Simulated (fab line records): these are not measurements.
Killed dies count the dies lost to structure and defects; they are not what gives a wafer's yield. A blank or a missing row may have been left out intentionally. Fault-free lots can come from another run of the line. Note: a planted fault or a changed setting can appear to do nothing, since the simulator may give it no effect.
Chamber matching + flow nand harc + NHARC_A_BONDPAD_CMP_19 on cmp-04 has 4 sister chambers
The step polishes, t overpolish 30 s, cu recess touch 16 s, target thk 169.82 nm. 8 wafers are shown with their chamber, then 7 later ones without.

== WAFERS WITH THEIR CHAMBER ==
| wafer  | chamber | motor current A (A) | slurry filter dp kPa (kPa) |
|--------|---------|---------------------|----------------------------|
| L485.6 | 3       | 9.5                 | 13.70                      |
| L487.1 | 2       | 13.5                | 13.41                      |
| L487.4 | 1       | 12.4                | 13.37                      |
| L488.1 | 1       | 13.0                | 13.36                      |
| L488.3 | 0       | 11.3                | 13.58                      |
| L488.5 | 0       | 10.8                | 13.67                      |
| L489.2 | 3       | 9.6                 | 13.58                      |
| L489.3 | 2       | 13.3                | 13.49                      |

== WAFERS WITH NO CHAMBER GIVEN ==
| wafer  | motor current A (A) | slurry filter dp kPa (kPa) |
|--------|---------------------|----------------------------|
| L489.4 | 10.4                | 13.33                      |
| L491.3 | 9.4                 | 13.37                      |
| L491.4 | 13.1                | 13.52                      |
| L491.5 | 11.0                | 13.51                      |
| L502.2 | 12.5                | 13.40                      |
| L502.4 | 9.5                 | 13.54                      |
| L502.5 | 12.5                | 13.73                      |

== THE CHAMBER EACH PASSED THROUGH ==
| wafer  | from the rows above          | in truth |
|--------|------------------------------|----------|
| L489.4 | can't be placed: 0 or 3      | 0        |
| L491.3 | 3                            | 3        |
| L491.4 | can't be placed: 2 or 1      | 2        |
| L491.5 | 0                            | 0        |
| L502.2 | 1                            | 1        |
| L502.4 | 3                            | 3        |
| L502.5 | can't be placed: 0 or 2 or 1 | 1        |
Correct placement for 4 of the 7. Cannot be placed on the basis of these rows: 3; the candidates contain the true chamber in 3. Number placed wrongly: 0.
How it was worked out, from the rows above alone: a wafer's distance from a chamber is the root of the sum, over the readings, of the square of ((its reading less the chamber's mean) divided by the reading's scatter). If the next closest chamber is less than 2 further off than the closest, the wafer can't be placed; otherwise it belongs to the closest. For every chamber, the mean is computed from those of its wafers that are shown. The scatter: the root of (the sum of the squares of (reading less its chamber's mean) over the shown wafers, divided by (wafers less chambers)).
